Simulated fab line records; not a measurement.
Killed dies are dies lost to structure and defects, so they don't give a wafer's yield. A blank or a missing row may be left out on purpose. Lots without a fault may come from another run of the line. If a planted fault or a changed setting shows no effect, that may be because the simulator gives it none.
Chamber matching    flow n5 finfet    4 sister chambers for N5_FIN_SAQP_SPACER2_ETCHBACK_29 on rie diel-02
The step etches SiO2 in CHF3/O2, target depth 12.2 nm, time 6.1 s. 16 wafers are shown with their chamber, then 8 later ones without.

== WAFERS PAIRED WITH THEIR CHAMBERS ==
wafer   chamber  rf vpp V (V)  drypump motor current A (A)  throttle valve pct (%)
L074.1  2        524           5.9                          19.00
L074.4  0        518           5.8                          18.55
L074.6  1        501           6.3                          18.88
L076.1  3        541           6.8                          19.35
L076.3  2        525           5.8                          19.00
L076.6  3        544           6.8                          19.34
L077.2  3        543           6.8                          19.36
L077.4  0        518           5.8                          18.56
L077.6  1        500           6.3                          18.91
L082.2  1        501           6.4                          18.91
L082.3  3        544           6.8                          19.37
L082.4  2        523           5.9                          19.04
L091.1  1        502           6.4                          18.96
L091.2  3        543           6.8                          19.40
L091.3  0        518           5.8                          18.59
L091.4  2        523           5.8                          19.07

SIGNATURES (averages over the wafers above)
reading                  chamber 0  chamber 1  chamber 2  chamber 3  scatter within a chamber
rf vpp V                 518.00     501.00     523.75     543.00     0.946
drypump motor current A  5.800      6.350      5.850      6.800      0.0408
throttle valve pct       18.5667    18.9150    19.0275    19.3640    0.0285
Rule: distance of a wafer from a chamber = root of the sum over the readings of ((wafer's reading minus chamber's mean) / reading's scatter) squared. If the next closest chamber is less than 2 further off than the closest, the wafer can't be placed; otherwise it belongs to the closest. The scatter is the square root of a quotient: the sum, over the shown wafers, of each reading's squared deviation from its chamber's mean, divided by wafers minus chambers.

== WAFERS WHOSE CHAMBER IS MISSING ==
wafer   rf vpp V (V)  drypump motor current A (A)  throttle valve pct (%)
L091.5  524           5.9                          19.08
L091.6  543           6.8                          19.37
L095.1  541           6.8                          19.40
L095.2  517           5.8                          18.61
L095.3  523           5.9                          19.08
L095.4  522           5.9                          19.10
L095.5  544           6.8                          19.42
L095.6  516           5.8                          18.63

== THE CHAMBER EACH PASSED THROUGH ==
wafer   from the rows above  in truth
L091.5  2                    2
L091.6  3                    3
L095.1  3                    3
L095.2  0                    0
L095.3  2                    2
L095.4  2                    2
L095.5  3                    3
L095.6  0                    0
Correctly placed: 8 of 8. Can't be placed from these rows: 0. Wrongly placed: 0.
